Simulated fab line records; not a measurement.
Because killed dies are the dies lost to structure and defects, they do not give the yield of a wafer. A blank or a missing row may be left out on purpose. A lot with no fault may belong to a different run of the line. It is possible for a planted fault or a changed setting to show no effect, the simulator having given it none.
Chamber matching + flow n5_finfet + rie_diel-06 running N5_SD_EPI_N_ETCH_35: 4 sister chambers
The step etches SOC in N2/H2, overetch 108 nm, time 486 s. 16 wafers are shown with their chamber, then 8 later ones without.

WAFERS PAIRED WITH THEIR CHAMBERS
| wafer  | chamber | showerhead_plenum_p_Torr (Torr) | drypump_motor_current_A (A) | oes_product_au (a.u.) |
|--------|---------|---------------------------------|-----------------------------|-----------------------|
| L074.1 | 3       | 2.66                            | 5.1                         | 0.67                  |
| L074.4 | 1       | 2.62                            | 5.6                         | 0.67                  |
| L074.6 | 3       | 2.66                            | 5.1                         | 0.67                  |
| L075.2 | 2       | 2.58                            | 5.5                         | 0.77                  |
| L075.4 | 1       | 2.62                            | 5.6                         | 0.67                  |
| L075.5 | 1       | 2.62                            | 5.6                         | 0.66                  |
| L076.2 | 1       | 2.61                            | 5.7                         | 0.67                  |
| L076.3 | 3       | 2.66                            | 5.2                         | 0.67                  |
| L076.5 | 0       | 2.47                            | 5.9                         | 0.79                  |
| L082.3 | 3       | 2.66                            | 5.1                         | 0.65                  |
| L082.4 | 1       | 2.61                            | 5.7                         | 0.66                  |
| L082.6 | 1       | 2.61                            | 5.7                         | 0.65                  |
| L084.1 | 2       | 2.57                            | 5.5                         | 0.76                  |
| L084.3 | 0       | 2.47                            | 5.9                         | 0.78                  |
| L084.5 | 0       | 2.47                            | 5.9                         | 0.78                  |
| L088.1 | 0       | 2.46                            | 5.9                         | 0.76                  |

SIGNATURES, as means of the wafers listed above
| reading                  | chamber 0 | chamber 1 | chamber 2 | chamber 3 | scatter within a chamber |
|--------------------------|-----------|-----------|-----------|-----------|--------------------------|
| showerhead_plenum_p_Torr | 2.4675    | 2.6150    | 2.5750    | 2.6600    | 0.00479                  |
| drypump_motor_current_A  | 5.900     | 5.650     | 5.500     | 5.125     | 0.0433                   |
| oes_product_au           | 0.7775    | 0.6633    | 0.7650    | 0.6650    | 0.00982                  |
Rule: a wafer's distance from a chamber is the root of the sum, over the readings, of the square of ((its reading less the chamber's mean) divided by the reading's scatter). If the next closest chamber is less than 2 further off than the closest, the wafer can't be placed; otherwise it belongs to the closest. The scatter: the root of (the sum of the squares of (reading less its chamber's mean) over the shown wafers, divided by (wafers less chambers)).

WAFERS WITH NO CHAMBER GIVEN
| wafer  | showerhead_plenum_p_Torr (Torr) | drypump_motor_current_A (A) | oes_product_au (a.u.) |
|--------|---------------------------------|-----------------------------|-----------------------|
| L088.2 | 2.57                            | 5.5                         | 0.74                  |
| L088.3 | 2.65                            | 5.1                         | 0.66                  |
| L088.4 | 2.60                            | 5.6                         | 0.64                  |
| L088.5 | 2.57                            | 5.5                         | 0.75                  |
| L088.6 | 2.65                            | 5.2                         | 0.65                  |
| L092.2 | 2.46                            | 5.9                         | 0.75                  |
| L092.4 | 2.57                            | 5.5                         | 0.74                  |
| L092.5 | 2.65                            | 5.1                         | 0.65                  |

THE CHAMBER EACH PASSED THROUGH
| wafer  | from the rows above | in truth |
|--------|---------------------|----------|
| L088.2 | 2                   | 2        |
| L088.3 | 3                   | 3        |
| L088.4 | 1                   | 1        |
| L088.5 | 2                   | 2        |
| L088.6 | 3                   | 3        |
| L092.2 | 0                   | 0        |
| L092.4 | 2                   | 2        |
| L092.5 | 3                   | 3        |
Correct placement for 8 of the 8. Left unplaced by these rows: 0. Placed wrongly: 0.
